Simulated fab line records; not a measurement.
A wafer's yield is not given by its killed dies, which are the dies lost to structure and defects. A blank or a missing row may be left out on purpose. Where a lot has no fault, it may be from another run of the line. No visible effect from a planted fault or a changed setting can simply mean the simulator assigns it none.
Lot-split experiment	flow n5_finfet	on a route of 1938 steps: 7 lots, 21 wafers read

## ON THE SPLIT
At N5_BEOL_M11_ETCH_66 (etches SOC in N2/H2, target depth 120 nm, overetch 24 nm, time 180 s), the setting time_s was moved away from the recipe's 180 s on 5 of the 21 wafers read, by -21.1% to +11.3%. The other wafers ran this setting at the recipe's value.

The split's own step is where the reading is taken.

## THE READING
SiARC_of_BEOL_M11_COAT_64.thk_nm (the simulator's own value, which no gauge read), in nm, at N5_BEOL_M11_ETCH_66 (etches SOC in N2/H2, target depth 120 nm, overetch 24 nm, time 180 s). No usual value for it is given in the file. Across the 16 wafers here that went through the recipe, the average is 22.9 nm and the standard deviation 0.25 nm.

wafer	tool, chamber at the split	time_s as run, s	against the recipe	SiARC_of_BEOL_M11_COAT_64.thk_nm, nm	against lot-mates on the recipe
L074.2	rie_diel-01, 2,3	180	recipe	23.2	-
L074.4	rie_diel-01, 2,3	180	recipe	23.2	-
L074.6	rie_diel-01, 3	148.6	-17.4%	24.4	+1.2
L080.2	rie_diel-05, 1	180	recipe	23	-
L080.5	rie_diel-05, 0	180	recipe	22.6	-
L080.6	rie_diel-05, 3	180	recipe	22.8	-
L081.1	rie_diel-01, 3	142	-21.1%	24.6	+1.6
L081.3	rie_diel-01, 2	180	recipe	23	-
L081.5	rie_diel-01, 2	180	recipe	23	-
L084.2	rie_diel-06, 0,1	180	recipe	22.6	-
L084.4	rie_diel-06, 0,1	180	recipe	22.6	-
L084.3	rie_diel-06, 2	180	recipe	23	-
L085.1	rie_diel-05, 3	192.4	+6.9%	22.6	+0.0
L085.2	rie_diel-05, 0	192.4	+6.9%	22.2	-0.4
L085.3	rie_diel-05, 2	180	recipe	22.6	-
L089.1	rie_diel-05, 2	180	recipe	22.4	-
L089.4	rie_diel-05, 1	200.3	+11.3%	21.8	-0.7
L089.6	rie_diel-05, 1	180	recipe	22.6	-
L094.1	rie_diel-06, 1	180	recipe	22.8	-
L094.2	rie_diel-06, 0	180	recipe	23	-
L094.6	rie_diel-06, 2	180	recipe	23.2	-
Where a row lists several chambers, the file gives one row for several wafers and doesn't say which wafer went through which chamber.

FIT RESULTS
A straight line over all 21 wafers: SiARC_of_BEOL_M11_COAT_64.thk_nm changes by -0.0842 nm for each +1% of time_s; r = -0.93; the points scatter about the line by 0.24 nm.
The same after taking each lot's own level away (the mean of its wafers on the recipe; 21 wafers): -0.0667 nm for each +1%; r = -0.95; scatter 0.16 nm.
Per that fit: largest time_s move, reading shift of 1.4 nm.
Across the lots, their own levels run from 22.50 to 23.20 nm, a range of 2.8 times the standard deviation given above.
Hence the slope depends on the lot-to-lot level, as the two fits are not the same.
Check: for one of the wafers moved furthest among these (-21.1%), held out of the fit, the line's prediction against its lot-mates is +1.3 nm. Against them it came out at +1.6 nm.

## FURTHER SPLITS ON THESE WAFERS
Other splits were also applied to these wafers ahead of the reading. Each is held against what the fit with the lots' levels taken away leaves over:
other split on the same wafers	wafers away from the commonest value	r with SiARC_of_BEOL_M11_COAT_64.thk_nm (lot level and that fit taken away)
N5_BEOL_M10_TRENCH_ETCH_37 time_s	3	+0.34

## FILE'S OWN FIT
SiARC_of_BEOL_M11_COAT_64.thk_nm changes by -0.0692 nm for each +1% of time_s, r = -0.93.
